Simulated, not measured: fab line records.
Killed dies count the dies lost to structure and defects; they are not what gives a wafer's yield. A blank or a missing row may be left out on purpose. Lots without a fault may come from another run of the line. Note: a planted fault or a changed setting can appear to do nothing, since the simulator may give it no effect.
Chamber matching ; flow nand harc ; NHARC_P_BONDPAD_DESCUM_11 on rie diel-10 has 4 sister chambers
The step chemistry O2, time 3 s. 4 wafers are shown with their chamber, then 8 later ones without.

== WAFERS, EACH WITH ITS CHAMBER ==
wafer;chamber;drypump motor current A (A)
L086.1;2;5.99
L087.2;0;6.20
L087.3;1;6.08
L091.1;3;6.09

== WAFERS WHOSE CHAMBER IS MISSING ==
wafer;drypump motor current A (A)
L091.5;6.13
L091.6;5.98
L092.1;6.09
L092.2;6.08
L092.5;5.95
L097.1;6.22
L097.2;5.99
L097.5;6.09

== EACH ONE'S CHAMBER ==
wafer;from the rows above;in truth
L091.5;can't be placed: 3 or 1 or 0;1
L091.6;2;2
L092.1;can't be placed: 3 or 1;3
L092.2;can't be placed: 1 or 3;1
L092.5;2;2
L097.1;0;0
L097.2;2;2
L097.5;can't be placed: 3 or 1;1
Placed correctly: 4 of 8. Not placeable from these rows: 4 (in 4, the candidates include the true chamber). 0 placed wrongly.
How it was worked out, from the rows above alone: a wafer's distance from a chamber is the root of the sum, over the readings, of the square of ((its reading less the chamber's mean) divided by the reading's scatter). If the next closest chamber is less than 2 further off than the closest, the wafer can't be placed; otherwise it belongs to the closest. The mean given for a chamber averages the wafers shown for that chamber. The scatter: root of mean squared gap, hidden wafer to nearest shown wafer, with one shown wafer a chamber.
